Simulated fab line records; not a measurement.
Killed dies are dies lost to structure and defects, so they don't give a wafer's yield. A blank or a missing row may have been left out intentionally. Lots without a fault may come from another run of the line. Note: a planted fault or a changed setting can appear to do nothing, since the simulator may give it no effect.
A lot that was struck, set against a sound lot    flow nandHarc    40 steps out of a route of 1302
Sound: the wafers L738.3, L738.4, L738.5. The struck wafers were L748.1, L748.4, L748.6. At the end, the cause is stated.
For every step that has rows: the tool of each side, followed by ch and its chambers, followed by its first start. Under that, the readings that differ: sound wafers    struck wafers    difference of the means    sigmas: that difference in standard deviations of wafers without a fault.
alike: same words and numbers on both sides, and readings whose means sit less than 2 such deviations apart. not compared: any withheld reading, any reading some wafer has no value for, any bound like >300 that may hide the same value, and any number with overlapping values for which the record gives no deviation.
The two part at a step that has a row with sigmas, a row that says differs or no value, or rows on one side only. Numbers that have no deviation but don't overlap get no sigmas and don't part them. A reading missing from all wafers of one side parts the sides only when that side holds two or more wafers.

first, 7 steps without rows for these wafers: NHARC_A_STAIRCASE_EBR_246; NHARC_A_STAIRCASE_EXPOSE_247 (exposes mask SDS 1); NHARC_A_STAIRCASE_PEB_248 (peb time 130 s); NHARC_A_STAIRCASE_DEVELOP_249 (time 140 s); NHARC_A_STAIRCASE_HARDBAKE_251 (time 140 s); NHARC_A_STAIRCASE_DESCUM_252 (chemistry O2, time 3 s); NHARC_A_STAIRCASE_ETCH_253 (etches the open film in C4F8/O2, target depth 50 nm, time 20.2 s).
NHARC_A_STAIRCASE_STRIP_254: strips in O2.
  sound on plasmaAsher-01 ch 0,1, day 16 10:50; struck on plasmaAsher-01 ch 1, day 20 17:26
  alike: drypumpMotorCurrentA, heaterPowerW, rfReflPowerW
  not compared: rfHoursCounterH
then, 3 steps without rows for these wafers: NHARC_A_STAIRCASE_STRIP_255 (strips in SPM, time 900 s); NHARC_A_STAIRCASE_PRECLEAN_256 (cleans in SC1); NHARC_A_STAIRCASE_SRD_257.
NHARC_A_STAIRCASE_HM_DEP_456: deposits aC, target thk 3100 nm.
  sound on aclDep-02 ch 0, day 16 14:30; struck on aclDep-02 ch 0, day 20 19:26
  alike: throttleValvePct
NHARC_A_STAIRCASE_DEP_259: deposits SiON, target thk 30 nm.
  sound on pecvd-01 ch 0,2, day 16 15:47; struck on pecvd-02 ch 0,2, day 20 21:19
  alike: heaterPowerW
then, 9 steps without rows for these wafers: NHARC_A_STAIRCASE_DEHYDRATE_260 (time 120 s); NHARC_A_STAIRCASE_HMDS_261 (time 30 s); NHARC_A_STAIRCASE_COAT_262; NHARC_A_STAIRCASE_SOFTBAKE_263 (time 170 s); NHARC_A_STAIRCASE_EBR_264; NHARC_A_STAIRCASE_EXPOSE_265 (exposes mask CHOP 200); NHARC_A_STAIRCASE_PEB_266 (peb time 130 s); NHARC_A_STAIRCASE_DEVELOP_267 (time 140 s); NHARC_A_STAIRCASE_HARDBAKE_269 (time 140 s).
NHARC_A_STAIRCASE_DESCUM_270: chemistry O2, time 3 s.
  sound on rieDiel-10 ch 0,2,3, day 16 16:44; struck on rieDiel-05 ch 0,3, day 20 22:16
  alike: drypumpMotorCurrentA, oesProductAu, rfVppV, showerheadPlenumPTorr, throttleValvePct
  not compared: rfHoursCounterH
then, 1 step without rows for these wafers: NHARC_A_STAIRCASE_ETCH_271 (etches the open film in CF4/CHF3).
NHARC_A_STAIRCASE_HM_OPEN_457: chemistry O2/COS.
  sound on rieDiel-10 ch 1,2,3; struck on rieDiel-05 ch 0,1,2
  alike: drypumpMotorCurrentA, oesProductAu, rfVppV, showerheadPlenumPTorr, throttleValvePct
  not compared: rfHoursCounterH
then, 2 steps without rows for these wafers: NHARC_A_STAIRCASE_STRIP_458 (strips in O2/COS); NHARC_A_STAIRCASE_ETCH_451 (etches the open film in CF4/O2, target depth 30 nm, overetch 3 nm, time 16.5 s).
NHARC_A_STAIRCASE_ETCH_273: etches the open film in C4F8/O2/Ar, target depth 10200 nm, time 2468.6 s.
  sound on rieDiel-10 ch 1,2,3; struck on rieDiel-05 ch 0,1,2
  alike: oesProductAu, rfVppV
  not compared: rfHoursCounterH
then, 11 steps without rows for these wafers: NHARC_A_STAIRCASE_STRIP_274 (strips in O2); NHARC_A_STAIRCASE_STRIP_275 (strips in SPM, time 900 s); NHARC_A_STAIRCASE_PRECLEAN_276 (cleans in SC1); NHARC_A_STAIRCASE_SRD_277; NHARC_A_STAIRCASE_HM_DEP_459 (deposits aC, target thk 1500 nm); NHARC_A_STAIRCASE_DEP_280 (deposits SiON, target thk 30 nm); NHARC_A_STAIRCASE_DEHYDRATE_281 (time 120 s); NHARC_A_STAIRCASE_HMDS_282 (time 30 s); NHARC_A_STAIRCASE_COAT_283; NHARC_A_STAIRCASE_SOFTBAKE_284 (time 170 s); NHARC_A_STAIRCASE_EBR_285.
-- the record jumps here: 9 days lie between the struck wafers' starts before and after (it left off in module A_STAIRCASE and takes up again in module END, whose first step shown is number 1302 of the route) --
NHARC_END_SORT_01:
  here the record holds rows for the struck wafers (prober-01 ch 0, day 29 11:02) but none for the sound ones

## WHERE THEY PART
At NHARC_END_SORT_01 and nowhere else, as far as this record goes.

WHY: what the simulator had put in
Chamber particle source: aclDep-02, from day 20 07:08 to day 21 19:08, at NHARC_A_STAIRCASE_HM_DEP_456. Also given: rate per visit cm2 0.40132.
